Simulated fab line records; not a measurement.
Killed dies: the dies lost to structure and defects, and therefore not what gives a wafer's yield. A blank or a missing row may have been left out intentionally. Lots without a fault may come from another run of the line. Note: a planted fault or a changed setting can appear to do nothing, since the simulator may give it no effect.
A struck lot beside a sound one -- flow nandHarc -- 36 steps out of a route of 1159
Sound: these wafers, L824.1, L824.2, L824.6. Struck: wafers L835.1, L835.4, L835.5. The cause is given at the end.
For every step that has rows: the tool of each side, followed by ch and its chambers, followed by its first start. Under that, the readings that differ: sound wafers -- struck wafers -- difference of the means -- sigmas: that difference in standard deviations of wafers without a fault.
alike: words and numbers the same on both sides, and readings whose means are apart by under 2 such deviations; not compared: readings that were withheld, readings missing a value for some wafer, numbers with overlapping values and no deviation given by the record, and bounds like >300 which may hide the same value.
The two part at a step that has a row with sigmas, a row that says differs or no value, or rows on one side only. Non-overlapping numbers with no deviation appear without sigmas and do not part them. A reading that every wafer of one side lacks parts them only if that side has two wafers or more.

first, 3 steps without rows for these wafers: NHARC_A_STAIRCASE_PRECLEAN_318 (cleans in SC1); NHARC_A_STAIRCASE_SRD_329; NHARC_A_STAIRCASE_ALD_415 (deposits SiO2, target thk 30 nm, pulse time 6 s, ald cycles 300).
NHARC_A_STAIRCASE_ETCHBACK_416: etches the open film in C4F8/O2/Ar, target depth 36 nm, time 7.2 s.
  sound on rieDiel-02 ch 0,3; struck on rieDiel-02 ch 2,3
reading,sound,struck,difference,sigmas
oesProductAu (a.u.),0.92 0.92 0.92,0.99 1.00 1.01,+0.08,+2
  alike: rfVppV
  not compared: rfHoursCounterH
then, 7 steps without rows for these wafers: NHARC_A_STAIRCASE_STRIP_476 (strips in O2, time 20 s); NHARC_A_STAIRCASE_DEP_417 (deposits Si3N4, target thk 60 nm); NHARC_A_STAIRCASE_WET_418 (chemistry H3PO4, target depth 20 nm); NHARC_A_STAIRCASE_PRECLEAN_419 (cleans in SC1); NHARC_A_STAIRCASE_SRD_421; NHARC_A_STAIRCASE_ALD_420 (deposits SiO2, target thk 20 nm, pulse time 6 s, ald cycles 200); NHARC_A_STAIRCASE_CVD_552 (deposits SiNx, target thk 40 nm).
NHARC_A_STAIRCASE_DEP_151: deposits SiO2, target thk 3800 nm.
  sound on pecvd-03 ch 1,2, day 13 00:37; struck on pecvd-02 ch 0,2, day 16 00:37
  alike: heaterPowerW
  not compared: sinceWetCleanH
then, 1 step without rows for these wafers: NHARC_A_STAIRCASE_ANNEAL_320 (time 1800 s).
NHARC_A_STAIRCASE_DEP_322: deposits SiO2, target thk 3800 nm.
  sound on pecvd-02 ch 0,1, day 13 08:26; struck on pecvd-04 ch 0,2, day 16 07:40
  alike: heaterPowerW
  not compared: sinceWetCleanH
then, 14 steps without rows for these wafers: NHARC_A_STAIRCASE_ANNEAL_323 (time 1800 s); NHARC_A_STAIRCASE_DEP_325 (deposits SiO2, target thk 3800 nm); NHARC_A_STAIRCASE_ANNEAL_326 (time 1800 s); NHARC_A_STAIRCASE_DEHYDRATE_433 (time 120 s); NHARC_A_STAIRCASE_HMDS_434 (time 30 s); NHARC_A_STAIRCASE_COAT_435; NHARC_A_STAIRCASE_SOFTBAKE_436 (time 170 s); NHARC_A_STAIRCASE_EBR_437; NHARC_A_STAIRCASE_EXPOSE_438 (exposes mask STAIR REV); NHARC_A_STAIRCASE_PEB_439 (peb time 130 s); NHARC_A_STAIRCASE_DEVELOP_440 (time 140 s); NHARC_A_STAIRCASE_HARDBAKE_442 (time 140 s); NHARC_A_STAIRCASE_DESCUM_443 (chemistry O2, time 3 s); NHARC_A_STAIRCASE_ETCH_444 (etches the open film in C4F8/O2, target depth 10200 nm, time 3400 s).
NHARC_A_STAIRCASE_STRIP_446: strips in O2.
  sound on plasmaAsher-01 ch 0,1, day 14 06:02; struck on plasmaAsher-02 ch 0,1, day 17 00:20
  alike: drypumpMotorCurrentA, heaterPowerW
  not compared: rfHoursCounterH
then, 3 steps without rows for these wafers: NHARC_A_STAIRCASE_STRIP_447 (strips in SPM, time 900 s); NHARC_A_STAIRCASE_PRECLEAN_448 (cleans in SC1); NHARC_A_STAIRCASE_SRD_449.
NHARC_A_STAIRCASE_CMP_450: polishes SiO2, target thk 200 nm.
  sound on cmp-04 ch 0,1, day 14 06:51; struck on cmp-04 ch 1,3, day 17 01:08
  alike: motorCurrentA
NHARC_A_STAIRCASE_CMP_152: polishes.
  sound on cmp-04 ch 0,1, day 14 06:56; struck on cmp-04 ch 1,3, day 17 01:12
  alike: motorCurrentA
following that, these wafers have no rows for 1 step: NHARC_A_STAIRCASE_SRD_154.
-- record jumps: 6 days between struck wafers' starts before vs after; left off in module A_STAIRCASE, resumes in module END, first step shown is number 1159 of the route --
NHARC_END_SORT_01:
  at this point the record logs the struck wafers (prober-01 ch 0, day 22 15:13) and has no rows for the sound ones

## WHERE THEY PART
Earliest at NHARC_A_STAIRCASE_ETCHBACK_416; latest, in this record, at NHARC_END_SORT_01.

WHY: the cause the simulator had injected
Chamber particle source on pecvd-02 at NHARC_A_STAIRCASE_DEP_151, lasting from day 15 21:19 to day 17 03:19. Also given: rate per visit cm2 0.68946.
